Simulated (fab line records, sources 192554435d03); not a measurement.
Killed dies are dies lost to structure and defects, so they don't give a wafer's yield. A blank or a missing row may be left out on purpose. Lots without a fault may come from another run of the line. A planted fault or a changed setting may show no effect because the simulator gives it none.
Split-lot experiment | flow n5_finfet | 7 lots, 21 wafers read, on a route of 1938 steps

THE SPLIT
At N5_SDB_COAT_05 (resist thk 90 nm), the setting spin_rpm was moved away from the recipe's 1500 rpm on 7 of the 21 wafers read, by -10.9% to +8.4%. The other wafers ran this setting at the recipe's value.

FROM THE SPLIT TO THE READING: what the file shows between them, 4 steps
- N5_SDB_EBR_07
- N5_SDB_SOFTBAKE_06: time 60 s
- N5_SDB_EXPOSE_08: exposes mask SDB
- N5_SDB_PEB_09: peb time 60 s

THE READING
CAR-ArF_of_SDB_COAT_05.thk_nm (the simulator's own value, which no gauge read), in nm, at N5_SDB_DEVELOP_10 (develop time 30 s). The file gives no usual value for it. The 14 wafers here that ran the recipe average 88.6 nm, standard deviation 0.18 nm.

wafer  | tool, chamber at the split | spin_rpm as run, rpm | against the recipe | CAR-ArF_of_SDB_COAT_05.thk_nm, nm | against lot-mates on the recipe
L075.1 | litho_track-03, 0          | 1500                 | recipe             | 88.4                              | -
L075.2 | litho_track-03, 0          | 1500                 | recipe             | 88.4                              | -
L075.5 | litho_track-03, 0          | 1500                 | recipe             | 88.8                              | -
L080.1 | litho_track-02, 0          | 1500                 | recipe             | 88.6                              | -
L080.6 | litho_track-02, 0          | 1500                 | recipe             | 88.6                              | -
L080.5 | litho_track-02, 0          | 1500                 | recipe             | 88.4                              | -
L082.1 | litho_track-04, 0          | 1626                 | +8.4%              | 84.8                              | -3.8
L082.3 | litho_track-04, 0          | 1626                 | +8.4%              | 85                                | -3.6
L082.4 | litho_track-04, 0          | 1500                 | recipe             | 88.6                              | -
L084.1 | litho_track-03, 0          | 1500                 | recipe             | 89                                | -
L084.2 | litho_track-03, 0          | 1399                 | -6.7%              | 92                                | +3.2
L084.4 | litho_track-03, 0          | 1500                 | recipe             | 88.6                              | -
L085.1 | litho_track-03, 0          | 1500                 | recipe             | 88.4                              | -
L085.5 | litho_track-03, 0          | 1567                 | +4.5%              | 86.6                              | -1.8
L085.6 | litho_track-03, 0          | 1567                 | +4.5%              | 86.6                              | -1.8
L089.3 | litho_track-04, 0          | 1500                 | recipe             | 88.8                              | -
L089.4 | litho_track-04, 0          | 1500                 | recipe             | 88.6                              | -
L089.6 | litho_track-04, 0          | 1500                 | recipe             | 88.4                              | -
L094.1 | litho_track-02, 0          | 1500                 | recipe             | 88.4                              | -
L094.4 | litho_track-02, 0          | 1336                 | -10.9%             | 93.8                              | +5.4
L094.6 | litho_track-02, 0          | 1336                 | -10.9%             | 93.8                              | +5.4

THE FIT
A straight line over all 21 wafers: CAR-ArF_of_SDB_COAT_05.thk_nm changes by -0.465 nm for each +1% of spin_rpm; r = -1.00; the points scatter about the line by 0.19 nm.
The same after taking each lot's own level away (the mean of its wafers on the recipe; 21 wafers): -0.468 nm for each +1%; r = -1.00; scatter 0.18 nm.
On that fit, the largest move of spin_rpm shifts the reading by 5.1 nm.
The lots' own levels span 88.40 to 88.80 nm, that is 2.2 times the standard deviation above.
So the lot-to-lot level changes the slope little: the two slopes agree.
Check: with one of the wafers moved furthest among these (-10.9%) left out of the fit, the line predicts +5.1 nm for it against its lot-mates. It came out at +5.4 nm against them.

OTHER SPLITS ON THESE WAFERS
These wafers also went through other splits before the reading. Each is held against what the fit with the lots' levels taken away leaves over:
other split on the same wafers        | wafers away from the commonest value | r with CAR-ArF_of_SDB_COAT_05.thk_nm (lot level and that fit taken away)
N5_SD_EPI_N_DEVELOP_08 develop_time_s | 5                                    | -0.15
N5_SDB_COAT_03 spin_rpm               | 8                                    | +0.05

THE WHOLE CHAIN: every reading that the file lists as answering this split, in the file's order
step              | what it does      | reading                                                                        | change (the file's fit)               | r (the file's)
N5_SDB_COAT_05    | resist thk 90 nm  | CAR-ArF_of_SDB_COAT_05.thk_nm (the simulator's own value, which no gauge read) | -0.459 nm for each +1% of the setting | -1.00
N5_SDB_DEVELOP_10 | develop time 30 s | CAR-ArF_of_SDB_COAT_05.thk_nm (the simulator's own value, which no gauge read) | -0.469 nm for each +1% of the setting | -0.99

THE FILE'S OWN FIT
CAR-ArF_of_SDB_COAT_05.thk_nm changes by -0.469 nm for each +1% of spin_rpm, r = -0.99.
